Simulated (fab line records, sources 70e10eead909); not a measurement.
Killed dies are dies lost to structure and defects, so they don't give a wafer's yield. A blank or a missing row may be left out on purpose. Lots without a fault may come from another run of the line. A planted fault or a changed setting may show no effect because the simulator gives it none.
fab line records | flow nand_harc
record lots=7 wafers=21 last_day=24
route steps=1159 shown A_CHANNEL_HOLE_D1@465 END@1159
lots that met no fault: from a run of the same line without faults
start_h: hours from the record's first day to the start of the lot's first wafer shown | wait_h: hours since the lot's step before | " the same as in the row above | L1.1+2: a row that stands for several wafers | - no value, or no start given | * or withheld: withheld | < > ~ a bound
route shown NAME@n: a module of which the file shows steps, and the number in the route of the first | usual: mean/standard deviation of fault-free wafers | same: alike in all rows | chamber/n: place in a boat | sites: the reading at each site | _std_site: their standard deviation | _edge_site: outer sites' mean less inner sites' | radius_mm: how far each site lies from the wafer's centre | mask NAME#n: copy n | behind: the tool/chamber that last shaped the wafer | hold: why the lot was held/for how many hours/how that ended | device: the transistor (n, p or np) that didn't switch | end of line: the same wafers' tests at the end of the route | a step without rows: its recipe alone | killed: dies lost to structure and defects at the first sort, not the wafer's yield | map: a wafer's dies, x killed, . not, _ none there
set.NAME: the setting as run; set.NAME@STEP: as run at that earlier step | model.NAME: the simulator's own value behind a step, which no gauge read
lots at some steps of the route; a table a step, a row a wafer
services: from which hour (start_h, from the record's first day; less than 0 if before it) a tool's chamber was out of use, for how many hours, and why
## steps
# step NHARC_A_CHANNEL_HOLE_D1_DESCUM_15
# recipe time_s=3 o2_flow_sccm=200 ar_flow_sccm=0 bias_power_w=0 chemistry=O2
# step NHARC_A_CHANNEL_HOLE_D1_ETCH_38
# recipe target_depth_a=390 over_etch_frac=0.3 time_s=65 ion_energy_ev=80 cf4_flow_sccm=150 ar_flow_sccm=0 rf_w=300 bias_w=100 chemistry=CF4
# step NHARC_A_CHANNEL_HOLE_D1_ETCH_39
# recipe target_depth_a=2600 over_etch_frac=0.3 time_s=325 ion_energy_ev=200 n2_flow_sccm=150 h2_flow_sccm=150 ar_flow_sccm=0 rf_w=400 bias_w=150 chemistry=N2/H2
# step NHARC_A_CHANNEL_HOLE_D1_ETCH_34
# recipe target_depth_a=1540 time_s=77 cf4_flow_sccm=100 chf3_flow_sccm=30 ar_flow_sccm=0 rf_w=500 bias_w=200 chemistry=CF4/CHF3
# usual bias_w=200.0/0.6 cf4_flow_sccm=100.0/0.31 drypump_motor_current_A=5.8/0.46 oes_product_au=0.941/0.025 rf_vpp_V=370.3/2 showerhead_plenum_p_Torr=1.57/0.057 throttle_valve_pct=16.803/0.0092
# columns lot.wafer tool chamber start_h wait_h bias_w cf4_flow_sccm drypump_motor_current_A oes_product_au rf_hours_counter_h rf_vpp_V showerhead_plenum_p_Torr throttle_valve_pct
L340.1 rie_diel-05 1 - - 200.3 100.1 6.7 0.948 2 370.7 1.57 16.816
L340.5 " 1 " " 199.5 100.2 6.6 0.967 - 369.4 1.57 16.807
L340.6 " 2 " " 200.4 99.8 5.5 0.978 - 368.5 1.57 16.816
L345.1 rie_diel-11 0 - - 200.3 100.0 5.5 0.961 2 368.7 1.55 16.803
L345.2 " 1 " " 201.6 100.0 5.4 0.961 2 370.1 1.50 16.811
L345.5 " 1 " " 201.2 100.3 5.4 0.964 - 368.1 1.50 16.807
L346.3 rie_diel-11 2 - - 199.2 100.1 6.5 0.910 3 370.8 1.55 16.795
L346.5 " 1 " " 200.8 100.1 5.4 0.926 - 369.2 1.50 16.798
L346.6 " 2 " " 199.8 99.6 6.5 0.895 - 370.2 1.55 16.797
L349.3 rie_diel-11 1 - - 200.1 100.2 5.5 0.930 4 366.7 1.50 16.801
L349.1 " 3 " " 200.8 100.3 5.7 0.938 4 370.7 1.56 16.803
L349.6 " 1 " " 199.8 99.9 5.5 0.920 - 369.3 1.50 16.822
L355.3 rie_diel-05 3 - - 200.3 100.1 5.2 0.940 8 367.5 1.49 16.803
L355.6 " 2 " " 200.8 99.6 5.5 0.946 - 370.4 1.57 16.823
L355.5 " 3 " " 199.4 100.4 5.2 0.938 - 368.7 1.49 16.798
L356.2 rie_diel-11 0 - - 200.7 100.1 5.5 0.924 6 369.1 1.55 16.801
L356.5 " 1 " " 200.4 100.3 5.4 0.934 - 368.2 1.50 16.809
L356.6 " 2 " " 200.2 100.2 6.5 0.897 - 370.3 1.55 16.799
L358.1 rie_diel-04 1 - - 199.7 100.1 5.6 0.970 1 374.2 1.68 16.816
L358.3 " 2 " " 199.7 99.7 6.0 0.965 1 368.8 1.51 16.801
L358.6 " 1 " " 198.8 100.4 5.7 0.970 - 374.5 1.68 16.787
# step NHARC_A_CHANNEL_HOLE_D1_ETCH_16
# recipe target_depth_a=31000 over_etch_frac=0.3 time_s=806 ion_energy_ev=150 o2_flow_sccm=400 cos_flow_sccm=20 ar_flow_sccm=0 rf_w=500 bias_w=300 chemistry=O2/COS
# usual bias_w=299.9/1 chamber_pressure_mTorr=20.001/0.017 drypump_motor_current_A=5.8/0.47 oes_product_au=1.001/0.016 rf_vpp_V=314.0/1.8 showerhead_plenum_p_Torr=3.11/0.11 throttle_valve_pct=28.330/0.009
# columns lot.wafer tool chamber start_h wait_h bias_w chamber_pressure_mTorr drypump_motor_current_A oes_product_au rf_hours_counter_h rf_vpp_V showerhead_plenum_p_Torr throttle_valve_pct
L340.1 rie_diel-05 0 - - 301.4 19.974 6.3 0.997 2 312.0 3.09 28.318
L340.5 " 3 " " 301.2 20.018 5.2 1.013 - 310.9 2.96 28.330
L340.6 " 0 " " 298.3 20.015 6.4 0.993 - 314.5 3.09 28.343
L345.1 rie_diel-11 3 - - 300.9 19.994 5.8 1.020 2 312.8 3.09 28.336
L345.2 " 0 " " 299.9 19.990 5.5 0.997 2 313.0 3.08 28.332
L345.5 " 2 " " 299.1 19.993 6.5 0.978 - 314.6 3.08 28.327
L346.3 rie_diel-11 3 - - 299.9 20.004 5.8 1.017 3 313.3 3.09 28.330
L346.5 " 2 " " 299.1 19.990 6.5 0.972 - 313.5 3.08 28.339
L346.6 " 3 " " 300.2 20.017 5.8 1.013 - 313.5 3.09 28.336
L349.1 rie_diel-11 1 - - 299.3 19.984 5.4 0.996 4 312.1 2.98 28.329
L349.3 " 3 " " 300.1 19.971 5.7 1.016 4 314.3 3.09 28.332
L349.6 " 1 " " 299.5 19.973 5.4 1.000 - 311.2 2.98 28.311
L355.3 rie_diel-05 3 - - 298.9 19.985 5.2 1.017 8 312.9 2.95 28.315
L355.5 " 3 " " 297.4 20.038 5.2 1.020 - 310.9 2.95 28.338
L355.6 " 0 " " 300.5 19.995 6.3 0.994 - 313.5 3.09 28.341
L356.2 rie_diel-11 0 - - 300.5 20.004 5.5 0.991 6 313.7 3.08 28.342
L356.6 " 1 " " 302.2 20.003 5.4 0.994 - 312.4 2.98 28.331
L356.5 " 2 " " 300.0 19.986 6.5 0.964 - 312.5 3.07 28.347
L358.3 rie_diel-04 3 - - 298.0 19.999 5.3 0.984 1 316.6 3.28 28.322
L358.1 " 1 " " 299.4 19.994 5.7 0.971 1 316.4 3.33 28.334
L358.6 " 0 " " 301.6 20.002 6.1 1.004 - 315.6 3.21 28.339
# step NHARC_A_CHANNEL_HOLE_D1_CD_MEAS_18
# usual cd_nm=100.7/2.7
# columns lot.wafer tool chamber start_h wait_h cd_nm
L340.1 cd_sem-03 - 205.45 - 103.0
L340.5 " - " " 103.1
L340.6 " - " " 105.7
L345.1 cd_sem-02 - 241.19 - 101.1
L345.2 " - " " 101.8
L345.5 " - " " 99.6
L346.3 cd_sem-01 - 254.71 - 102.7
L346.5 " - " " 100.4
L346.6 " - " " 103.2
L349.1 cd_sem-03 - 261.24 - 98.0
L349.3 " - " " 96.9
L349.6 " - " " 101.7
L355.3 cd_sem-03 - 297.02 - 101.7
L355.5 " - " " 99.7
L355.6 " - " " 103.3
L356.2 cd_sem-01 - 297.83 - 96.8
L356.5 " - " " 98.8
L356.6 " - " " 101.3
L358.1 cd_sem-01 - 310.00 - 108.6
L358.3 " - " " 96.3
L358.6 " - " " 105.8
# step NHARC_A_CHANNEL_HOLE_D1_ETCH_19
# recipe bias_v=1200 source_w=2500 pressure_mtorr=15 time_s=34.5 ar_flow_sccm=375 c4f8_flow_sccm=28.8 o2_flow_sccm=96.2 temp_c=-20 target_depth_a=* chemistry=C4F8/O2/Ar
# step NHARC_A_CHANNEL_HOLE_D1_ETCH_20
# recipe bias_v=3000 source_w=withheld pressure_mtorr=20 time_s=361.9 ar_flow_sccm=375 c4f8_flow_sccm=89.3 o2_flow_sccm=35.7 temp_c=-20 target_depth_a=16000 chemistry=C4F8/O2/Ar
# step NHARC_A_CHANNEL_HOLE_D1_ETCH_21
# recipe bias_v=3000 source_w=withheld pressure_mtorr=20 time_s=514.3 ar_flow_sccm=375 c4f8_flow_sccm=89.3 o2_flow_sccm=35.7 temp_c=-20 target_depth_a=16000 chemistry=C4F8/O2/Ar
# usual c4f8_flow_sccm=89.28/0.27 chamber_pressure_mTorr=20.003/0.018 drypump_motor_current_A=6.1/0.33 showerhead_plenum_p_Torr=3.74/0.15 throttle_valve_pct=32.155/0.0099
# columns lot.wafer tool chamber start_h wait_h c4f8_flow_sccm chamber_pressure_mTorr drypump_motor_current_A rf_hours_counter_h showerhead_plenum_p_Torr throttle_valve_pct
L340.1 har_etch-01 0 206.02 0.3 89.57 19.991 5.9 200 3.82 32.155
L340.6 " 1 " " 89.22 20.011 5.7 - 3.82 32.176
L340.5 " 0 " " 89.39 20.015 6.0 - 3.82 32.156
L345.2 har_etch-02 0 241.68 0.3 88.96 20.020 6.2 129 3.50 32.162
L345.1 " 1 " " 89.38 19.958 6.6 129 3.86 32.148
L345.5 " 0 " " 89.10 20.012 6.2 - 3.50 32.151
L346.3 har_etch-01 0 255.35 0.3 89.38 19.982 6.0 - 3.81 32.145
L346.5 " 0 " " 89.23 20.027 6.0 - 3.81 32.176
L346.6 " 1 " " 89.43 19.983 5.7 - 3.81 32.143
L349.1 har_etch-02 1 261.74 0.3 89.15 19.996 6.6 136 3.86 32.161
L349.3 " 1 " " 89.35 20.011 6.6 - 3.86 32.158
L349.6 " 1 " " 89.44 19.992 6.6 - 3.86 32.138
L355.3 har_etch-02 1 297.74 0.3 89.05 20.013 6.6 - 3.84 32.147
L355.5 " 0 " " 89.63 19.995 6.2 - 3.48 32.164
L355.6 " 1 " " 88.73 20.001 6.6 - 3.84 32.164
L356.2 har_etch-01 0 301.10 0.3 88.71 19.988 5.9 249 3.79 32.151
L356.6 " 0 " " 89.06 19.963 6.0 - 3.79 32.138
L356.5 " 1 " " 89.04 19.986 5.7 - 3.79 32.152
L358.1 har_etch-02 0 311.37 0.3 89.15 19.998 6.2 164 3.48 32.167
L358.3 " 1 " " 89.14 20.006 6.7 - 3.84 32.152
L358.6 " 1 " " 89.44 20.000 6.6 - 3.84 32.168
# step NHARC_A_CHANNEL_HOLE_D1_ETCH_22
# recipe bias_v=3000 source_w=withheld pressure_mtorr=20 time_s=666.7 ar_flow_sccm=375 c4f8_flow_sccm=89.3 o2_flow_sccm=35.7 temp_c=-20 target_depth_a=16000 chemistry=C4F8/O2/Ar
# step NHARC_A_CHANNEL_HOLE_D1_ETCH_23
# recipe bias_v=5000 source_w=withheld pressure_mtorr=20 time_s=819 ar_flow_sccm=375 c4f8_flow_sccm=89.3 o2_flow_sccm=35.7 temp_c=-20 target_depth_a=16000 chemistry=C4F8/O2/Ar
# step NHARC_A_CHANNEL_HOLE_D1_ETCH_24
# recipe bias_v=5000 source_w=withheld pressure_mtorr=20 time_s=906.2 ar_flow_sccm=375 c4f8_flow_sccm=93.8 o2_flow_sccm=31.2 temp_c=-20 target_depth_a=15000 chemistry=C4F8/O2/Ar
# step NHARC_A_CHANNEL_HOLE_D1_ETCH_25
# recipe bias_v=5000 source_w=withheld pressure_mtorr=20 time_s=1040.2 ar_flow_sccm=375 c4f8_flow_sccm=93.8 o2_flow_sccm=31.2 temp_c=-20 target_depth_a=15000 chemistry=C4F8/O2/Ar
# usual c4f8_flow_sccm=93.83/0.3 chamber_pressure_mTorr=20.000/0.019 drypump_motor_current_A=6.1/0.33 showerhead_plenum_p_Torr=3.74/0.15 throttle_valve_pct=32.236/0.0089
# columns lot.wafer tool chamber start_h wait_h c4f8_flow_sccm chamber_pressure_mTorr drypump_motor_current_A rf_hours_counter_h showerhead_plenum_p_Torr throttle_valve_pct
L340.1 har_etch-01 0 208.55 0.7 93.79 19.990 6.0 203 3.81 32.230
L340.6 " 1 " " 94.54 20.003 5.7 - 3.81 32.246
L340.5 " 0 " " 93.90 19.979 6.0 - 3.81 32.236
L345.2 har_etch-02 0 244.15 0.6 - - - - - -
L345.1 " 1 " " - - - - - -
L345.5 " 0 " " - - - - - -
L346.3 har_etch-01 0 257.95 0.7 - - - - - -
L346.5 " 0 " " - - - - - -
L346.6 " 1 " " - - - - - -
L349.1 har_etch-02 1 264.19 0.6 - - - - - -
L349.3 " 1 " " - - - - - -
L349.6 " 1 " " - - - - - -
L355.3 har_etch-02 1 300.43 0.7 94.10 19.961 6.6 - 3.84 32.232
L355.5 " 0 " " 93.76 19.991 6.2 - 3.48 32.243
L355.6 " 1 " " 93.33 20.016 6.6 - 3.84 32.230
L356.2 har_etch-01 0 303.58 0.6 93.99 19.993 5.9 252 3.79 32.233
L356.6 " 0 " " 93.91 19.959 5.9 - 3.79 32.250
L356.5 " 1 " " 93.52 20.038 5.7 - 3.79 32.215
L358.1 har_etch-02 0 313.83 0.6 94.28 20.025 6.1 167 3.47 32.242
L358.3 " 1 " " 93.62 20.044 6.6 - 3.83 32.234
L358.6 " 1 " " 93.37 19.994 6.6 - 3.83 32.242
# step NHARC_A_CHANNEL_HOLE_D1_ETCH_26
# recipe bias_v=300 source_w=2000 pressure_mtorr=30 time_s=224.1 ar_flow_sccm=375 c4f8_flow_sccm=11.4 o2_flow_sccm=113.6 temp_c=-20 target_depth_a=3000 chemistry=C4F8/O2/Ar
# usual bias_v=299.8/2.9 c4f8_flow_sccm=11.40/0.036 drypump_motor_current_A=6.1/0.33 showerhead_plenum_p_Torr=3.79/0.15 throttle_valve_pct=24.583/0.0094
# columns lot.wafer tool chamber start_h wait_h bias_v c4f8_flow_sccm drypump_motor_current_A rf_hours_counter_h showerhead_plenum_p_Torr throttle_valve_pct
L340.1 har_etch-01 0 209.31 0.6 304.7 11.42 5.9 204 3.87 24.588
L340.6 " 1 " " 300.8 11.37 5.7 - 3.87 24.592
L340.5 " 0 " " 302.4 11.37 6.0 - 3.87 24.573
L345.2 har_etch-02 0 245.03 0.7 300.0 11.40 6.2 132 3.53 24.580
L345.1 " 1 " " 297.1 11.43 6.6 132 3.91 24.597
L345.5 " 0 " " 297.0 11.33 6.2 - 3.53 24.578
L346.3 har_etch-01 0 258.61 0.5 297.9 11.34 5.9 - 3.86 24.583
L346.5 " 0 " " 301.7 11.37 5.9 - 3.86 24.591
L346.6 " 1 " " 299.8 11.40 5.7 - 3.86 24.581
L349.1 har_etch-02 1 265.07 0.7 300.3 11.33 6.6 139 3.91 24.587
L349.3 " 1 " " 305.4 11.40 6.6 - 3.91 24.579
L349.6 " 1 " " 299.0 11.35 6.6 - 3.91 24.590
L355.3 har_etch-02 1 300.98 0.4 301.1 11.40 6.7 - 3.90 24.571
L355.5 " 0 " " 300.1 11.47 6.2 - 3.52 24.564
L355.6 " 1 " " 300.6 11.44 6.7 - 3.90 24.606
L356.2 har_etch-01 0 304.47 0.7 298.8 11.43 6.0 252 3.84 24.587
L356.6 " 0 " " 297.8 11.45 6.0 - 3.84 24.595
L356.5 " 1 " " 300.4 11.38 5.7 - 3.84 24.572
L358.1 har_etch-02 0 314.72 0.7 293.7 11.43 6.1 168 3.51 24.589
L358.3 " 1 " " 298.7 11.37 6.7 - 3.89 24.587
L358.6 " 1 " " 299.1 11.36 6.6 - 3.89 24.595
# step NHARC_A_CHANNEL_HOLE_D1_ETCH_33
# recipe bias_v=400 source_w=2000 pressure_mtorr=25 time_s=90 ar_flow_sccm=375 c4f8_flow_sccm=41.7 o2_flow_sccm=83.3 temp_c=-20 target_depth_a=4000 chemistry=C4F8/O2/Ar
# usual bias_v=400/3.8 c4f8_flow_sccm=41.69/0.14 drypump_motor_current_A=6.1/0.33 showerhead_plenum_p_Torr=3.78/0.15 throttle_valve_pct=27.621/0.01
# columns lot.wafer tool chamber start_h wait_h bias_v c4f8_flow_sccm drypump_motor_current_A rf_hours_counter_h showerhead_plenum_p_Torr throttle_valve_pct
L340.1 har_etch-01 0 209.51 0.2 405 41.92 5.9 204 3.86 27.611
L340.6 " 1 " " 399 41.88 5.7 - 3.86 27.608
L340.5 " 0 " " 397 41.92 5.9 - 3.86 27.625
L345.2 har_etch-02 0 245.23 0.2 399 41.81 6.2 132 3.53 27.611
L345.1 " 1 " " 403 41.60 6.7 132 3.90 27.628
L345.5 " 0 " " 399 41.69 6.1 - 3.53 27.619
L346.3 har_etch-01 0 258.81 0.2 399 41.31 5.9 - 3.85 27.635
L346.5 " 0 " " 396 41.51 5.9 - 3.85 27.613
L346.6 " 1 " " 400 41.58 5.8 - 3.85 27.609
L349.1 har_etch-02 1 265.27 0.2 402 41.59 6.6 139 3.90 27.608
L349.3 " 1 " " 399 41.85 6.6 - 3.90 27.615
L349.6 " 1 " " 395 41.78 6.6 - 3.90 27.616
L355.3 har_etch-02 1 301.17 0.2 401 41.77 6.6 - 3.89 27.620
L355.5 " 0 " " 403 41.55 6.2 - 3.51 27.617
L355.6 " 1 " " 404 41.57 6.6 - 3.89 27.626
L356.2 har_etch-01 0 304.67 0.2 406 41.66 6.0 252 3.83 27.620
L356.6 " 0 " " 404 41.64 5.9 - 3.83 27.634
L356.5 " 1 " " 397 41.79 5.7 - 3.83 27.631
L358.1 har_etch-02 0 314.92 0.2 404 41.42 6.1 168 3.51 27.604
L358.3 " 1 " " 396 41.83 6.6 - 3.88 27.617
L358.6 " 1 " " 402 41.52 6.6 - 3.88 27.622
# step NHARC_A_CHANNEL_HOLE_D1_STRIP_41
# recipe n2_flow_sccm=150 h2_flow_sccm=150 ar_flow_sccm=0 bias_w=0 chemistry=N2/H2
# step NHARC_A_CHANNEL_HOLE_D1_STRIP_42
# recipe cf4_flow_sccm=100 chf3_flow_sccm=30 ar_flow_sccm=0 bias_w=0 chemistry=CF4/CHF3
# step NHARC_A_CHANNEL_HOLE_D1_STRIP_43
# recipe o2_flow_sccm=400 cos_flow_sccm=20 ar_flow_sccm=0 bias_w=0 chemistry=O2/COS
# step NHARC_A_CHANNEL_HOLE_D1_ETCH_44
# recipe target_depth_a=1400 overetch_a=140 time_s=77 ion_energy_ev=100 cf4_flow_sccm=80 o2_flow_sccm=20 ar_flow_sccm=0 rf_w=300 bias_w=100 chemistry=CF4/O2
# usual bias_w=100.02/0.29 cf4_flow_sccm=80.01/0.22 drypump_motor_current_A=5.8/0.41 oes_product_au=1.000/0.016 rf_vpp_V=197.8/1.3 showerhead_plenum_p_Torr=1.34/0.054 throttle_valve_pct=13.397/0.009
# columns lot.wafer tool chamber start_h wait_h bias_w cf4_flow_sccm drypump_motor_current_A oes_product_au rf_hours_counter_h rf_vpp_V showerhead_plenum_p_Torr throttle_valve_pct model.A_CHANNEL_HOLE_D1.cd_nm
L340.1 rie_diel-05 3 210.22 0.0 100.63 79.93 5.2 1.017 3 195.9 1.26 13.385 93.43
L340.5 " 3 " " 100.21 79.87 5.2 1.020 - 198.0 1.26 13.382 93.14
L340.6 " 0 " " 99.76 79.88 6.4 1.000 - 198.7 1.32 13.406 90.27
L345.2 rie_diel-05 1 246.48 0.1 100.20 80.15 6.7 0.977 4 197.8 1.33 13.386 101.9
L345.1 " 2 " " 99.77 80.19 5.5 1.030 5 198.5 1.33 13.394 101
L345.5 " 3 " " 99.70 79.72 5.2 1.001 - 195.8 1.26 13.406 99.42
L346.3 rie_diel-04 2 259.51 0.1 100.13 79.84 6.0 0.996 14 197.4 1.28 13.414 102.5
L346.5 " 1 " " 99.41 80.00 5.7 0.994 - 198.8 1.43 13.378 99.95
L346.6 " 2 " " 99.88 79.63 6.0 0.999 - 195.1 1.28 13.400 103.3
L349.1 rie_diel-11 0 266.01 0.1 99.93 79.88 5.5 0.997 4 197.2 1.32 13.380 98
L349.3 " 1 " " 100.39 80.20 5.4 1.005 4 196.1 1.27 13.421 96.75
L349.6 " 0 " " 100.37 79.82 5.4 0.998 - 197.2 1.32 13.403 102
L355.3 rie_diel-04 3 301.83 0.1 100.14 80.09 5.3 0.985 0 199.2 1.41 13.412 89.26
L355.5 " 2 " " 99.87 80.24 6.0 1.003 - 197.5 1.28 13.402 88.95
L355.6 " 3 " " 99.97 80.31 5.3 0.990 - 198.8 1.41 13.383 90.6
L356.2 rie_diel-04 3 305.42 0.1 100.08 79.96 5.3 0.998 0 199.7 1.41 13.391 88.44
L356.5 " 3 " " 99.85 80.00 5.3 0.990 - 200.1 1.41 13.404 88.43
L356.6 " 0 " " 99.97 80.19 6.1 1.020 - 198.7 1.38 13.415 87.87
L358.3 rie_diel-11 0 315.67 0.0 100.36 80.03 5.4 0.996 7 197.8 1.32 13.397 91.33
L358.1 " 1 " " 99.89 80.10 5.4 0.994 8 196.6 1.27 13.380 91.18
L358.6 " 0 " " 99.86 79.95 5.4 1.001 - 197.6 1.32 13.395 90.13
# step NHARC_A_CHANNEL_HOLE_D1_STRIP_27
# recipe o2_flow_sccm=500 ar_flow_sccm=0 bias_w=0 chemistry=O2
# step NHARC_A_CHANNEL_HOLE_D1_PRECLEAN_28
# recipe time_s=* temp_c=50 bath_age_min=0 chemistry=SC1
# step NHARC_A_CHANNEL_HOLE_D1_SRD_29
# step NHARC_A_CHANNEL_HOLE_D1_CD_MEAS_30
# usual cd_nm=90.9/1.5
# columns lot.wafer tool chamber start_h wait_h hold cd_nm
L340.1 cd_sem-01 - 211.02 - - 93.7
L340.5 " - " " - 93.3
L340.6 " - " " - 90.0
L345.1 cd_sem-01 - 247.26 - await_dispo/0.2h/release 0.4
L345.2 " - " " await_dispo/0.2h/release 1.2
L345.5 " - " " await_dispo/0.2h/release 0.7
L345.1 cd_sem-01 - 247.44 0.2 - 0.1
L345.2 " - " " - 2.1
L345.5 " - " " - 0.8
L346.3 cd_sem-01 - 260.31 - await_dispo/0.2h/release -0.9
L346.5 " - " " await_dispo/0.2h/release 0.4
L346.6 " - " " await_dispo/0.2h/release -0.1
L346.3 cd_sem-01 - 260.52 0.2 - -0.2
L346.5 " - " " - 0.5
L346.6 " - " " - -0.4
L349.1 cd_sem-01 - 266.81 - await_dispo/0.2h/release 1.9
L349.3 " - " " await_dispo/0.2h/release 0.3
L349.6 " - " " await_dispo/0.2h/release 0.5
L349.1 cd_sem-01 - 266.99 0.2 - 2.0
L349.3 " - " " - 0.4
L349.6 " - " " - 0.6
L355.3 cd_sem-02 - 302.63 - - 89.2
L355.5 " - " " - 88.8
L355.6 " - " " - 91.6
L356.2 cd_sem-01 - 306.22 - - 89.7
L356.5 " - " " - 88.1
L356.6 " - " " - 88.1
L358.1 cd_sem-01 - 316.47 - - 91.0
L358.3 " - " " - 91.7
L358.6 " - " " - 91.2
# step NHARC_END_SORT_01
# recipe temp_c=25
# usual defect_limited_yield=95.0/1.6 killed_at_array=30/10 killed_at_other=0.5/0.82 killed_at_periphery=2.9/2 killed_dies=34/11 killed_open=3.2/1.8 killed_short=2.0/1.4 sort_bin_2_pct=1.5/0.68 sort_bin_3_pct=0.28/0.21 sort_bin_4_pct=3.1/0.97 sort_n_pass=643/11 sort_rim_yield_pct=94.6/2.9 sort_yield_pct=95.0/1.6
# same gross_dies=677 sort_bin_5_pct[%]=0 sort_bin_6_pct[%]=0 sort_bin_7_pct[%]=0 sort_bin_8_pct[%]=0 sort_rim_n_gross=106.00
# columns lot.wafer tool chamber start_h wait_h defect_limited_yield[%] killed_at_array killed_at_other killed_at_periphery killed_dies killed_open killed_short sort_bin_2_pct[%] sort_bin_3_pct[%] sort_bin_4_pct[%] sort_n_pass sort_rim_yield_pct[%] sort_yield_pct[%]
L340.1 prober-02 0 474.13 2.5 94.8 31 0 4 35 3 2 1.5 0.44 3.2 642 92.5 94.8
L340.5 prober-02 0 477.30 3.7 95.6 27 1 2 30 4 0 1.2 0.30 3.0 647 95.3 95.6
L340.6 prober-02 0 478.09 4.0 95.4 28 1 2 31 5 1 1.2 0.15 3.2 646 93.4 95.4
L356.2 prober-02 0 576.11 2.8 92.2 47 2 4 53 3 2 2.8 0.44 4.6 624 91.5 92.2
L356.5 prober-02 0 578.54 3.7 91.7 51 0 5 56 5 2 2.7 0.59 5.0 621 86.8 91.7
L356.6 prober-02 0 579.35 4.0 92.6 49 0 1 50 1 2 2.4 0.59 4.4 627 92.5 92.6
L358.1 prober-01 0 582.03 2.5 95.7 26 0 3 29 6 1 1.0 0.15 3.1 648 95.3 95.7
L358.3 prober-01 0 583.63 3.1 96.0 20 1 6 27 6 2 0.6 0.44 3.0 650 98.1 96.0
L358.6 prober-01 0 586.04 4.0 96.3 16 2 7 25 6 2 1.8 0 1.9 652 96.2 96.3
# killed by level:class
L340.1 A_CHANNEL_HOLE_D1:chamber_film_flake=14 A_SLIT:chamber_film_flake=11 P_ZERO_WELL:geometric_particle:short=1 P_GATE:geometric_particle:open=1 A_WL_FILL:geometric_particle:short=1 A_WL_FILL:geometric_particle:open=1 A_CONTACT:geometric_particle:open=1 P_ZERO_WELL:chamber_film_flake=1
L340.5 A_SLIT:chamber_film_flake=10 A_CHANNEL_HOLE_D1:chamber_film_flake=8 A_SGD_CUT:geometric_particle:open=2 A_STAIRCASE:chamber_film_flake=2 A_CONTACT:chamber_film_flake=2 A_WL_FILL:geometric_particle:open=1 A_CONTACT:geometric_particle:open=1 P_STI:chamber_film_flake=1
L340.6 A_CHANNEL_HOLE_D1:chamber_film_flake=11 A_SLIT:chamber_film_flake=10 A_M0:geometric_particle:open=2 A_CHANNEL_FILL_D1:geometric_particle:short=1 A_SGD_CUT:geometric_particle:open=1 A_WL_FILL:geometric_particle:open=1 STARTING-WAFER:geometric_particle:open=1 P_STI:chamber_film_flake=1
L356.2 A_CHANNEL_HOLE_D1:chamber_film_flake=18 A_SLIT:chamber_film_flake=14 A_CONTACT:chamber_film_flake=4 A_STAIRCASE:chamber_film_flake=3 A_WL_FILL:chamber_film_flake=3 A_M1:chamber_film_flake=2 P_STI:geometric_particle:short=1 P_GATE:geometric_particle:open=1
L356.5 A_CHANNEL_HOLE_D1:chamber_film_flake=19 A_SLIT:chamber_film_flake=17 A_STAIRCASE:chamber_film_flake=5 A_CONTACT:chamber_film_flake=4 P_M1:geometric_particle:open=2 P_M0:geometric_particle:short=1 A_ONON_D1:geometric_particle:open=1 A_CHANNEL_HOLE_D1:geometric_particle:open=1
L356.6 A_CHANNEL_HOLE_D1:chamber_film_flake=18 A_SLIT:chamber_film_flake=14 A_WL_FILL:chamber_film_flake=4 A_CONTACT:chamber_film_flake=4 A_STAIRCASE:chamber_film_flake=2 A_M0:chamber_film_flake=2 A_M1:chamber_film_flake=2 A_CONTACT:geometric_particle:short=1
L358.1 A_CHANNEL_HOLE_D1:chamber_film_flake=15 A_WL_FILL:geometric_particle:open=4 A_STAIRCASE:chamber_film_flake=3 P_CONTACT:geometric_particle:open=1 A_CHANNEL_HOLE_D1:geometric_particle:open=1 A_WL_FILL:geometric_particle:short=1 P_ZERO_WELL:chamber_film_flake=1 P_GATE:chamber_film_flake=1
L358.3 A_CHANNEL_HOLE_D1:chamber_film_flake=5 A_STAIRCASE:chamber_film_flake=5 P_GATE:chamber_film_flake=3 A_WL_FILL:geometric_particle:open=2 A_CHANNEL_FILL_D1:chamber_film_flake=2 A_SLIT:chamber_film_flake=2 P_STI:geometric_particle:open=1 P_GATE:geometric_particle:open=1
L358.6 A_CONTACT:geometric_particle:open=4 A_CHANNEL_HOLE_D1:chamber_film_flake=4 P_GATE:chamber_film_flake=3 A_STAIRCASE:chamber_film_flake=3 P_M2:chamber_film_flake=2 P_M0:geometric_particle:open=1 A_SGD_CUT:geometric_particle:short=1 A_BLC:geometric_particle:open=1
## services
# columns tool chamber start_h hours kind
rie_diel-11 - 189.50 9.0 pm
rie_diel-11 0 189.50 9.0 vent_cycle
rie_diel-11 1 189.50 9.0 vent_cycle
rie_diel-11 2 189.50 9.0 vent_cycle
rie_diel-11 3 189.50 9.0 vent_cycle
rie_diel-11 0 198.50 - clean
rie_diel-11 1 198.50 - clean
rie_diel-11 2 198.50 - clean
rie_diel-11 3 198.50 - clean
rie_diel-11 0 223.00 - clean
rie_diel-11 1 223.00 - clean
rie_diel-11 2 223.00 - clean
rie_diel-11 3 223.00 - clean
rie_diel-04 0 230.43 2.9 repair
rie_diel-11 0 247.50 - clean
rie_diel-11 3 261.11 2.5 repair
rie_diel-05 1 261.67 4.1 repair
rie_diel-05 1 269.06 1.2 repair
rie_diel-04 - 288.90 9.0 pm
rie_diel-05 1 288.94 6.1 repair
har_etch-01 - 305.00 17.0 pm
har_etch-01 0 305.00 17.0 vent_cycle
har_etch-01 1 305.00 17.0 vent_cycle
rie_diel-04 3 313.35 1.4 repair
## key
first_sign step=NHARC_A_CHANNEL_HOLE_D1_ETCH_25 reading=tool_record direction=missing
effect step=NHARC_A_CHANNEL_HOLE_D1_CD_MEAS_30 reading=visit direction=added
effect step=NHARC_A_CHANNEL_HOLE_D1_CD_MEAS_30 reading=cd_nm direction=down sigmas=59 usual=90.9 struck=0.5
model_effect step=NHARC_A_CHANNEL_HOLE_D1_ETCH_44 value=A_CHANNEL_HOLE_D1.cd_nm without=90.81 struck=100.6
met_at NHARC_A_CHANNEL_HOLE_D1_ETCH_25
struck_wafers L345.1,L345.2,L345.5,L346.3,L346.5,L346.6,L349.1,L349.3,L349.6
scrapped_behind NHARC_A_CHANNEL_HOLE_D1_CD_MEAS_30 L345.1,L345.2,L345.5,L346.3,L346.5,L346.6,L349.1,L349.3,L349.6
onset_between 208.55 244.15
fault kind=skipped_step_whole tool=har_etch-01,har_etch-02 chamber=- onset_h=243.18 steps=NHARC_A_CHANNEL_HOLE_D1_ETCH_25 scope=struck_lots_only
